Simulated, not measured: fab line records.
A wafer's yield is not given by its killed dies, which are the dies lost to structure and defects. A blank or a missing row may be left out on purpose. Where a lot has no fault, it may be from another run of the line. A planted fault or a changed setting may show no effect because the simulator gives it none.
Which tool did it? ; flow n5 finfet ; 21 wafers from 7 lots sampled at 6 of the route's 1938 steps

== WHAT THE GAUGES SHOWED, per wafer ==
N5_BEOL_M6_CD_MEAS_18: pitch 80 nm, target cd 40 nm.
lot;measured;on;cd nm (nm)
L876;day 9 03:33;cd sem-02;39.9 40.6 40.2
L878;day 9 12:31;cd sem-02;40.3 39.7 39.3
L880;day 10 07:49;cd sem-01;- - -
L882;day 10 15:11;cd sem-02;- - -
L890;day 13 05:04;cd sem-02;39.9 39.8 39.6
L893;day 13 09:44;cd sem-01;38.6 39.7 39.7
L896;day 13 23:56;cd sem-01;39.9 39.8 39.2

== TOOL THAT RAN EACH LOT (tool first, then ch and the chambers of the sampled wafers, then the start) ==
lot;N5_BEOL_M5_SPUTTER_83;N5_BEOL_M5_ANNEAL_84;N5_BEOL_M5_CO_CAP_78;N5_BEOL_M6_HM_DEP_02;N5_BEOL_M6_HM_OPEN_17
L876;pvd sputter-02, day 8 21:14;pvd sputter-02, day 8 21:19;cvd co-02 ch 1,2, day 9 00:28;pvd sputter-03, day 9 02:31;rie metal-03 ch 0,1, day 9 03:22
L878;pvd sputter-03, day 9 05:44;pvd sputter-03, day 9 05:49;cvd co-02 ch 0,1,2, day 9 08:47;pvd sputter-02, day 9 11:24;rie metal-01 ch 0,1, day 9 12:16
L880;pvd sputter-02, day 10 00:33;pvd sputter-02, day 10 00:38;cvd co-02 ch 0,1, day 10 03:39;pvd sputter-02, day 10 06:28;rie metal-01 ch 0,1, day 10 07:38
L882;pvd sputter-03, day 10 08:26;pvd sputter-03, day 10 08:31;cvd co-01 ch 0,1, day 10 11:44;pvd sputter-01, day 10 14:08;rie metal-01 ch 0,1, day 10 15:01
L890;pvd sputter-02, day 12 23:15;pvd sputter-02, day 12 23:20;cvd co-02 ch 0,1, day 13 02:17;pvd sputter-01, day 13 04:01;rie metal-01 ch 0,1, day 13 04:53
L893;pvd sputter-02, day 13 03:40;pvd sputter-02, day 13 03:45;cvd co-01 ch 1,2, day 13 06:43;pvd sputter-01, day 13 08:41;rie metal-02 ch 0,1, day 13 09:33
L896;pvd sputter-02, day 13 17:44;pvd sputter-02, day 13 17:49;cvd co-02 ch 0,2, day 13 21:09;pvd sputter-01, day 13 22:53;rie metal-03 ch 0,1, day 13 23:45
- N5_BEOL_M5_SPUTTER_83: material Cu, target thk 15 nm, time 27.62 s.
- N5_BEOL_M5_ANNEAL_84: time 1800 s.
- N5_BEOL_M5_CO_CAP_78: material Co, precursor CCTBA/H2, target thk 2 nm, time 102.1 s.
- N5_BEOL_M6_HM_DEP_02: deposits TiN, target thk 20 nm.
- N5_BEOL_M6_HM_OPEN_17: chemistry Cl2/BCl3, target TiN, target depth 20 nm, overetch 6 nm.

== THE ANSWER, worked out from the rows above alone ==
Rule: the usual values come from the lots themselves. Put in order of their means at a reading, lots are off if they are a third of the lots or fewer, leave a main group of 4 or more, and stand apart from it by a gap of 3 or more times the standard deviation of the main group's means; of several such gaps the widest counts. A main group is skipped when, at the precision printed for the reading in the tables above, its means are all equal. A lot without any number at a reading at which 4 lots or more have one is off too. All remaining lots with rows at the step are treated as sound.
Off at N5_BEOL_M6_CD_MEAS_18 (cd nm): L880, L882. Without a number there: L880, L882. Main group: mean 39.7 nm, sd 0.29.
If a tool, at a process step before that reading, ran all the lots that are off and no sound lot after the first of them, it fits. Those tools and the gauges at N5_BEOL_M6_CD_MEAS_18 are tried in the same way. Not one of the candidates tried fits.

== WHAT WAS PUT IN BY THE SIMULATOR ==
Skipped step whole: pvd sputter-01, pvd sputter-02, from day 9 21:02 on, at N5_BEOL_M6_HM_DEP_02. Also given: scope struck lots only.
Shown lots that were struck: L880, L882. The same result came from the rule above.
